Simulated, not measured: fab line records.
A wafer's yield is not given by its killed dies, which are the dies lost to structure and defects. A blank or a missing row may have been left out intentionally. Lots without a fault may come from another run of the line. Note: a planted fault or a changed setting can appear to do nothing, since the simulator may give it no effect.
Matching of chambers ; flow nandHarc ; 4 sister chambers for NHARC_P_CONTACT_ALD_22 on aldMetal-01
The step deposits TiN, target thk 3 nm, pulse time 1 s, ald cycles 150. 8 wafers are shown with their chamber, then 7 later ones without.

== WAFERS PAIRED WITH THEIR CHAMBERS ==
wafer;chamber;heaterPowerW (W);precursorPulseHeightRel
L392.5;3;1155;0.962
L392.6;0;1067;0.988
L397.4;3;1154;0.990
L398.6;2;1075;0.991
L399.1;2;1063;0.971
L399.3;0;1081;1.012
L401.4;1;946;1.018
L401.5;1;940;0.966

== WAFERS WHOSE CHAMBER IS MISSING ==
wafer;heaterPowerW (W);precursorPulseHeightRel
L401.6;1092;1.016
L403.2;1122;1.012
L403.4;1060;0.984
L403.5;924;0.989
L412.2;933;0.991
L412.3;1090;1.064
L412.4;1074;0.991

== THE CHAMBER EACH PASSED THROUGH ==
wafer;from the rows above;in truth
L401.6;can't be placed: 0 or 2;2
L403.2;3;3
L403.4;can't be placed: 2 or 0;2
L403.5;1;1
L412.2;1;1
L412.3;can't be placed: 0 or 2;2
L412.4;can't be placed: 0 or 2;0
Correct placement for 3 of the 7. From these rows, 4 cannot be placed; in 4 the true chamber is one of the candidates. Placed wrongly: 0.
How it was worked out, from the rows above alone: a wafer's distance from a chamber is the root of the sum, over the readings, of the square of ((its reading less the chamber's mean) divided by the reading's scatter). If the next closest chamber is less than 2 further off than the closest, the wafer can't be placed; otherwise it belongs to the closest. For every chamber, the mean is computed from those of its wafers that are shown. How the scatter is found: for the shown wafers, subtract from each reading the mean of its chamber, square and add these, divide the total by (wafers less chambers), then take the root.
